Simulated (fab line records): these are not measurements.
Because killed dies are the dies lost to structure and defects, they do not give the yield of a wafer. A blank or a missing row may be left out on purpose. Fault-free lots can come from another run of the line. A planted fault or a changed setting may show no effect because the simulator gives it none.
A lot that was struck, set against a sound lot + flow n5_finfet + 37 out of 1938 route steps
Sound: wafers L776.1, L776.2, L776.6. The struck wafers were L772.1, L772.5, L772.6. The cause comes at the end.
Each step with rows lists, per side, the tool, then ch with its chambers, then its first start. Under that, the readings that differ: sound wafers + struck wafers + difference of the means + sigmas: that difference in standard deviations of wafers without a fault.
alike: words and numbers the same on both sides, and readings whose means are apart by under 2 such deviations; not compared: readings that were withheld, readings missing a value for some wafer, numbers with overlapping values and no deviation given by the record, and bounds like >300 which may hide the same value.
Wherever a step has rows on one side only, a row that says differs or no value, or a row with sigmas, the two part there. Numbers that don't overlap but have no deviation are shown without sigmas and don't part them. Lack of a reading on every wafer of one side parts them only where that side has two or more wafers.

first, 9 steps without rows for these wafers: N5_BEOL_M2_ANNEAL_95 (time 240 s); N5_BEOL_M2_SPUTTER_96 (material Cu, target thk 4.5 nm, time 8.29 s); N5_BEOL_M2_ECD_50 (material Cu, target thk 300 nm); N5_BEOL_M2_ANNEAL_51 (time 90 s); N5_BEOL_M2_CMP_52 (polishes, stops on SiOC, t overpolish 6.8 s, target thk 40 nm); N5_BEOL_M2_PRE_CLEAN_60 (time 15 s); N5_BEOL_M2_CO_CAP_55 (material Co, precursor CCTBA/H2, target thk 2 nm, time 102.1 s); N5_BEOL_M2_PRE_CLEAN_56 (time 15 s); N5_BEOL_M2_DEP_57 (deposits SiCN from 3MS/NH3, target thk 8 nm, time 14 s).
N5_BEOL_M3_ILD_DEP_00: deposits SiOC from DEMS/O2, target thk 79 nm, time 15.3 s.
  sound on pecvd-01 ch 0,2, day 14 05:28; struck on pecvd-01 ch 0,1,2, day 11 22:23
  no value came back on the struck wafers for any of 6 readings (chamber_pressure_Torr (Torr), heater_power_outer_w (W) and others); on the sound wafers chamber_pressure_Torr (Torr) reads 4.996 4.989 4.998
then, 24 steps without rows for these wafers: N5_BEOL_M3_PECVD_72 (deposits SiO2 from TEOS/O2, target thk 16 nm, time 18 s); N5_BEOL_M3_HM_DEP_02 (deposits TiN, target thk 20 nm); N5_BEOL_M3_COAT_61 (time 60 s, resist thk 60 nm); N5_BEOL_M3_COAT_62 (time 60 s, resist thk 12 nm); N5_BEOL_M3_COAT_73 (time 60 s, resist thk 5 nm); N5_BEOL_M3_COAT_05 (resist thk 30 nm); N5_BEOL_M3_EBR_07; N5_BEOL_M3_SOFTBAKE_06 (time 60 s); N5_BEOL_M3_EXPOSE_08 (exposes mask M3); N5_BEOL_M3_PEB_09 (peb time 60 s); N5_BEOL_M3_DEVELOP_10 (develop time 30 s); N5_BEOL_M3_DESCUM_16 (chemistry O2, time 7 s); N5_BEOL_M3_ETCH_74 (etches underlayer in N2/H2, target depth 6.5 nm, time 5.2 s); N5_BEOL_M3_ETCH_63 (etches SiARC in CF4, target depth 15.6 nm, time 26 s); N5_BEOL_M3_ETCH_64 (etches SOC in N2/H2, target depth 75 nm, overetch 15 nm, time 112.5 s); N5_BEOL_M3_STRIP_65 (strips in N2/H2); N5_BEOL_M3_STRIP_75 (strips in N2/H2); N5_BEOL_M3_STRIP_66 (strips in CF4); N5_BEOL_M3_HM_OPEN_17 (chemistry Cl2/BCl3, target TiN, target depth 20 nm, overetch 6 nm); N5_BEOL_M3_STRIP_19 (strips in O2); N5_BEOL_M3_COAT_67 (time 60 s, resist thk 60 nm); N5_BEOL_M3_COAT_68 (time 60 s, resist thk 12 nm); N5_BEOL_M3_COAT_76 (time 60 s, resist thk 5 nm); N5_BEOL_M3_COAT_22 (resist thk 30 nm).
N5_BEOL_M3_OCD_MEAS_38:
  struck on ocd-02, day 12 16:22; sound on ocd-01, day 14 17:20
| reading              | sound          | struck | difference                    | sigmas |
|----------------------|----------------|--------|-------------------------------|--------|
| trench_depth_nm (nm) | 54.6 55.1 55.2 | - - -  | no value on the struck wafers |        |
N5_BEOL_M4_RC_MEAS_101:
  the record has rows for the sound wafers here (prober-01 ch 0, day 15 12:07) and none for the struck ones
-- record jumps: 5 days separate the struck wafers' starts on either side; left off in module BEOL_M4, taken up again in module PASSIVATION, whose first shown step is the route's number 1936 --
N5_PASSIVATION_PROBE_49:
  only the struck wafers here have rows in the record (prober-02, day 18 04:05); the sound ones have none

WHERE THEY PART
At N5_BEOL_M3_ILD_DEP_00 first; at N5_PASSIVATION_PROBE_49 last (within this record only).

WHY: what had been put in by the simulator
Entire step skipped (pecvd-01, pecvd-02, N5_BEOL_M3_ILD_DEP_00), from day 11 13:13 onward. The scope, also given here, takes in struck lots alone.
